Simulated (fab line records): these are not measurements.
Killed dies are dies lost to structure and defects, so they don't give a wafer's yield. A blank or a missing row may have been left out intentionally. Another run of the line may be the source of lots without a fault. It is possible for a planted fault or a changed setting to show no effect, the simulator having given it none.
The tool behind it: which one? -- flow n5-finfet -- route of 1938 steps, sampled at 1 step: 11 lots, 33 wafers

## WHAT THE GAUGES READ, wafer by wafer
N5_BEOL_M15_OVL_MEAS_29. Usual: M15_OVL 6 nm, standard deviation 5.4.
lot,measured,on,M15_OVL (nm),flag
L259,day 14 06:04,overlay-01,6 3 4,
L261,day 15 04:41,overlay-02,-4 -1 -1,
L263,day 15 09:57,overlay-02,5 10 12,
L266,day 16 05:07,overlay-02,14 16 12,
L264,day 16 11:13,overlay-02,4 9 7,
L267,day 16 11:46,overlay-02,15 5 7,
L268,day 17 06:42,overlay-02,5 1 4,
L269,day 17 07:36,overlay-01,7 3 11,
L270,day 17 22:22,overlay-01,10 12 15,
L272,day 18 03:31,overlay-02,19 11 11,
L276,day 19 10:12,overlay-01,5 4 -4,

## TOOL THAT RAN EACH LOT (tool first, then ch and the chambers of the sampled wafers, then the start)
Before these readings, the record contains no process step.

## WHAT THE TOOLS THEMSELVES READ (means of the sampled wafers that have a number; where no wafer has one, the mark that the record gives instead)
The record holds no such reading with a usual standard deviation.

## THE ANSWER, worked out from the rows above alone
Rule: a lot is off if the mean of its wafers that have a number lies more than 3 standard deviations from the usual mean. A lot without any number at a reading at which 4 lots or more have one is off too. All remaining lots with rows at the step are treated as sound. First the gauges in route order, then the tools' own readings, where a lot's mean is used as printed above. The first step at which some lot is off is used, and at that step the reading that is off furthest; a lot without a number counts as furthest.
Across all readings shown, no lot is off: no conclusion can be drawn from this.

## WHAT THE SIMULATOR HAD PUT IN
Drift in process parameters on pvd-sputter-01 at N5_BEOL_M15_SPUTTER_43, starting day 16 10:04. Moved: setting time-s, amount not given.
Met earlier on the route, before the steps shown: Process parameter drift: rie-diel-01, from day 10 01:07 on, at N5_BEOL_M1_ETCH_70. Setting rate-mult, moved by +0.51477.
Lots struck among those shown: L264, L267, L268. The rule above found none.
